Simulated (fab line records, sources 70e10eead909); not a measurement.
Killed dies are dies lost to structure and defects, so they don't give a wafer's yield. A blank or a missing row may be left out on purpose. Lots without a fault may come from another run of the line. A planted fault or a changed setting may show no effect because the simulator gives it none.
fab line records | flow nand_harc
record lots=7 wafers=18 last_day=33
route steps=1302 shown THIN_TSV@1283
lots that met no fault: from a run of the same line without faults
start_h: hours from the record's first day to the start of the lot's first wafer shown | wait_h: hours since the lot's step before | " the same as in the row above | L1.1+2: a row that stands for several wafers | - no value, or no start given | * or withheld: withheld | < > ~ a bound
route shown NAME@n: a module of which the file shows steps, and the number in the route of the first | usual: mean/standard deviation of fault-free wafers | same: alike in all rows | chamber/n: place in a boat | sites: the reading at each site | _std_site: their standard deviation | _edge_site: outer sites' mean less inner sites' | radius_mm: how far each site lies from the wafer's centre | mask NAME#n: copy n | behind: the tool/chamber that last shaped the wafer | hold: why the lot was held/for how many hours/how that ended | device: the transistor (n, p or np) that didn't switch | end of line: the same wafers' tests at the end of the route | a step without rows: its recipe alone | killed: dies lost to structure and defects at the first sort, not the wafer's yield | map: a wafer's dies, x killed, . not, _ none there
set.NAME: the setting as run; set.NAME@STEP: as run at that earlier step | model.NAME: the simulator's own value behind a step, which no gauge read
lots at some steps of the route; a table a step, a row a wafer
services: from which hour (start_h, from the record's first day; less than 0 if before it) a tool's chamber was out of use, for how many hours, and why
## steps
# step NHARC_THIN_TSV_DEHYDRATE_25
# recipe temp_c=150 time_s=120
# step NHARC_THIN_TSV_HMDS_26
# recipe time_s=30
# step NHARC_THIN_TSV_COAT_27
# recipe spin_rpm=*
# step NHARC_THIN_TSV_SOFTBAKE_28
# recipe temp_c=122 time_s=95
# step NHARC_THIN_TSV_EBR_29
# step NHARC_THIN_TSV_EXPOSE_30
# recipe na=0.55 dose_mj=11.47 mask_id=PAD
# step NHARC_THIN_TSV_PEB_31
# recipe peb_temp_c=118 peb_time_s=85
# step NHARC_THIN_TSV_DEVELOP_32
# recipe time_s=70
# step NHARC_THIN_TSV_CD_MEAS_33
# recipe target_cd_nm=5000 landing_energy_ev=500
# usual cd_nm=5001.0/2.1
# same landing_energy_ev=500
# columns lot.wafer tool chamber start_h wait_h cd_nm
L937.2 cd_sem-02 0 586.21 - 5000.9
L937.5 " 0 " " 5000.3
L937.6 " 0 " " 5004.6
L938.2 cd_sem-02 0 587.57 - 4997.7
L938.5 " 0 " " 5002.0
L938.6 " 0 " " 4999.1
L948.1 cd_sem-03 0 699.87 - 5001.4
L948.2 " 0 " " 5001.5
L949.2 cd_sem-02 0 704.16 - 4998.1
L949.5 " 0 " " 4999.6
L949.6 " 0 " " 5001.1
L951.2 cd_sem-02 0 710.40 - 5001.9
L951.4 " 0 " " 5005.5
L952.2 cd_sem-02 0 735.69 - 5003.8
L952.3 " 0 " " 4998.7
L958.1 cd_sem-03 0 781.18 - 5002.4
L958.2 " 0 " " 5002.6
L958.6 " 0 " " 4999.7
# step NHARC_THIN_TSV_HARDBAKE_34
# recipe temp_c=125 time_s=80
# step NHARC_THIN_TSV_DESCUM_35
# recipe time_s=3 o2_flow_sccm=200 ar_flow_sccm=0 bias_power_w=0 chemistry=O2
# usual drypump_motor_current_A=5.6/0.31 oes_product_au=1.001/0.013 rf_vpp_V=57.8/0.87 showerhead_plenum_p_Torr=1.90/0.079 throttle_valve_pct=11.313/0.01
# columns lot.wafer tool chamber start_h wait_h drypump_motor_current_A oes_product_au rf_hours_counter_h rf_vpp_V showerhead_plenum_p_Torr throttle_valve_pct
L937.2 rie_diel-08 1 586.37 - 5.4 0.985 1.9 57.4 1.80 11.315
L937.5 " 0 " " 5.3 1.014 - 55.5 1.85 11.327
L937.6 " 1 " " 5.4 0.987 - 57.8 1.80 11.318
L938.2 rie_diel-03 0 587.74 - 5.4 1.001 5.8 58.8 2.04 11.297
L938.5 " 3 " " 5.4 0.996 - 58.1 1.85 11.329
L938.6 " 0 " " 5.3 0.997 - 59.1 2.04 11.313
L948.1 rie_diel-03 2 700.05 - 5.7 0.997 3.1 56.6 1.85 11.318
L948.2 " 3 " " 5.4 1.000 2.8 57.8 1.85 11.316
L949.2 rie_diel-08 3 704.32 - 6.2 1.023 10.3 56.9 1.85 11.324
L949.5 " 3 " " 6.2 1.017 - 56.9 1.85 11.314
L949.6 " 0 " " 5.3 1.019 - 57.4 1.85 11.310
L951.4 rie_diel-03 2 710.56 - 5.7 1.002 3.6 58.0 1.85 11.326
L951.2 " 0 " " 5.3 1.004 3.6 57.2 2.04 11.312
L952.3 rie_diel-08 0 735.85 - 5.3 1.022 0.4 58.2 1.85 11.307
L952.2 " 1 " " 5.4 0.993 0.4 58.4 1.80 11.319
L958.1 rie_diel-03 0 781.34 - 5.4 1.001 7.1 57.6 2.04 11.324
L958.2 " 1 " " 5.7 0.991 7.2 56.4 1.89 11.323
L958.6 " 1 " " 5.7 1.006 - 57.9 1.89 11.299
# step NHARC_THIN_TSV_ETCH_59
# recipe target_depth_a=8800 icp_w=900 bias_w=100 Cl2_flow_sccm=60 bcl3_flow_sccm=30 time_s=138.1 chemistry=Cl2/BCl3
# usual drypump_motor_current_A=6.0/0.56 mfc_cl2_sccm=60.02/0.17 oes_product_au=0.994/0.015 run_length_s=159.6/0.38 throttle_valve_pct=22.264/0.0092
# columns lot.wafer tool chamber start_h wait_h drypump_motor_current_A mfc_cl2_sccm oes_product_au rf_hours_counter_h run_length_s throttle_valve_pct
L937.2 rie_metal-03 0 586.49 0.1 5.1 59.59 1.011 0.8 159.6 22.265
L937.5 " 0 " " 5.0 59.86 1.011 - 159.7 22.239
L937.6 " 1 " " 5.8 60.14 0.979 - 160.3 22.273
L938.2 rie_metal-01 1 587.89 0.1 6.8 59.97 0.988 0.2 159.4 22.261
L938.5 " 0 " " 6.3 59.85 0.986 - 159.5 22.267
L938.6 " 1 " " 6.8 59.93 0.969 - 159.5 22.262
L948.2 rie_metal-01 1 700.16 0.1 6.8 60.45 0.987 2.1 159.5 22.255
L948.1 " 0 " " 6.3 59.98 0.991 2.1 159.1 22.250
L949.2 rie_metal-02 1 704.52 0.2 5.7 59.79 0.975 - 160.3 22.251
L949.5 " 1 " " 5.7 59.91 0.982 - 159.9 22.261
L949.6 " 1 " " 5.7 60.04 0.974 - 160.0 22.261
L951.2 rie_metal-01 0 710.72 0.1 6.3 59.91 1.010 2.6 159.0 22.254
L951.4 " 0 " " 6.3 60.05 1.006 - 159.1 22.246
L952.2 rie_metal-01 0 735.98 0.1 6.3 60.15 0.999 3.1 159.4 22.269
L952.3 " 1 " " 6.8 59.62 0.993 - 159.4 22.256
L958.2 rie_metal-02 1 781.46 0.1 5.8 60.19 0.972 3.6 159.4 22.270
L958.1 " 0 " " 5.5 59.97 1.010 2.3 158.8 22.257
L958.6 " 0 " " 5.5 60.25 1.008 - 159.1 22.261
# step NHARC_THIN_TSV_ETCH_36
# recipe target_depth_a=650 over_etch_frac=0.3 time_s=18.571 ion_energy_ev=150 chemistry=Cl2/BCl3
# usual drypump_motor_current_A=6.0/0.56 oes_product_au=0.997/0.014 run_length_s=40.0/0.42
# same over_etch_frac=0.3
# columns lot.wafer tool chamber start_h wait_h drypump_motor_current_A oes_product_au rf_hours_counter_h run_length_s
L937.2 rie_metal-03 1 586.76 0.2 5.7 0.986 0.9 40.4
L937.5 " 0 " " 5.1 1.006 - 39.8
L937.6 " 1 " " 5.8 0.982 - 41.0
L938.2 rie_metal-01 0 588.11 0.2 6.3 0.992 0.4 39.6
L938.5 " 0 " " 6.3 1.005 - 39.4
L938.6 " 1 " " 6.8 0.982 - 40.0
L948.1 rie_metal-01 0 700.42 0.2 6.3 1.005 2.3 39.7
L948.2 " 1 " " 6.8 1.000 2.3 34.9
L949.2 rie_metal-02 1 704.92 0.3 5.7 0.985 - 39.9
L949.5 " 1 " " 5.7 0.981 - 40.6
L949.6 " 1 " " 5.7 0.992 - 39.8
L951.2 rie_metal-01 1 710.95 0.2 6.8 0.984 2.7 35.3
L951.4 " 0 " " 6.3 1.000 - 35.2
L952.2 rie_metal-01 1 736.24 0.2 6.8 1.009 3.2 34.7
L952.3 " 0 " " 6.3 0.999 - 39.4
L958.1 rie_metal-02 0 781.72 0.2 5.5 1.015 2.4 39.4
L958.2 " 1 " " 5.7 0.985 3.8 40.3
L958.6 " 0 " " 5.5 1.020 - 39.7
# step NHARC_THIN_TSV_STRIP_56
# recipe power_w=1500 temp_c=250 chemistry=O2
# usual drypump_motor_current_A=5.56/0.17 heater_power_w=325/10 rf_refl_power_W=25/6.3
# columns lot.wafer tool chamber start_h wait_h drypump_motor_current_A heater_power_w rf_hours_counter_h rf_refl_power_W
L937.2 plasma_asher-01 0 587.17 0.4 5.82 329 14 25
L937.6 " 1 " " 5.45 325 - 28
L937.5 " 0 " " 5.78 324 - 25
L938.2 plasma_asher-01 0 588.57 0.4 5.83 321 15 24
L938.6 " 1 " " 5.46 321 - 29
L938.5 " 0 " " 5.79 330 - 24
L948.1 plasma_asher-02 1 700.59 0.2 5.36 312 18 32
L948.2 " 0 " " 5.60 333 18 12
L949.2 plasma_asher-02 0 705.16 0.2 5.58 330 20 -
L949.5 " 0 " " 5.56 328 - -
L949.6 " 1 " " 5.36 321 - -
L951.2 plasma_asher-02 1 711.09 0.1 5.36 309 21 -
L951.4 " 1 " " 5.36 307 - -
L952.2 plasma_asher-01 0 736.38 0.1 5.79 324 7 24
L952.3 " 1 " " 5.45 338 - 28
L958.2 plasma_asher-01 1 781.82 0.1 5.44 351 15 28
L958.1 " 0 " " 5.81 316 15 24
L958.6 " 1 " " 5.43 341 - 28
## services
# columns tool chamber start_h hours kind
rie_metal-01 - 575.00 9.0 pm
plasma_asher-02 - 583.36 16.3 repair
plasma_asher-02 - 603.18 9.0 pm
rie_metal-02 - 613.96 1.1 repair
rie_diel-08 2 615.10 3.7 repair
rie_metal-02 - 631.00 9.0 pm
rie_diel-08 0 633.15 6.3 repair
rie_diel-03 - 635.30 9.0 pm
plasma_asher-01 - 635.41 1.4 repair
rie_diel-03 1 661.66 5.8 repair
rie_diel-03 2 680.96 5.1 repair
rie_metal-02 0 692.78 19.6 repair
rie_metal-03 - 696.10 9.0 pm
plasma_asher-01 - 696.18 9.0 pm
rie_metal-02 0 714.02 1.9 repair
rie_diel-08 - 722.01 9.0 pm
rie_metal-03 0 724.00 7.9 repair
rie_diel-03 0 725.16 5.8 repair
rie_metal-01 - 752.00 9.0 pm
rie_diel-08 - 757.88 1.5 repair
rie_metal-01 1 761.65 4.4 repair
plasma_asher-01 - 769.21 1.7 repair
rie_metal-02 - 780.06 0.2 repair
plasma_asher-02 - 780.18 9.0 pm
## key
first_sign step=NHARC_THIN_TSV_ETCH_36 reading=run_length_s direction=down sigmas=12 usual=* struck=*
effect none on later readings
met_at NHARC_THIN_TSV_ETCH_36
struck_wafers L948.2,L951.2,L951.4,L952.2
later_rows_left_out L948.2,L951.2,L951.4,L952.2
sort_left_out L948.2,L951.2,L951.4,L952.2
onset_between 588.11 700.42
fault kind=process_parameter_drift tool=rie_metal-01 chamber=- onset_h=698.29 steps=NHARC_THIN_TSV_ETCH_36 channel=time_s offset=* shape=step end_h=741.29 scope=struck_wafers_only acts_in=* stated=*
# sort_left_out: the simulated sort isn't trusted on such a fault, so these wafers' sort isn't shown, and their yield isn't known
# later_rows_left_out: the simulator's readings of these wafers behind a module that went badly wrong aren't trusted and aren't shown, but for the sort
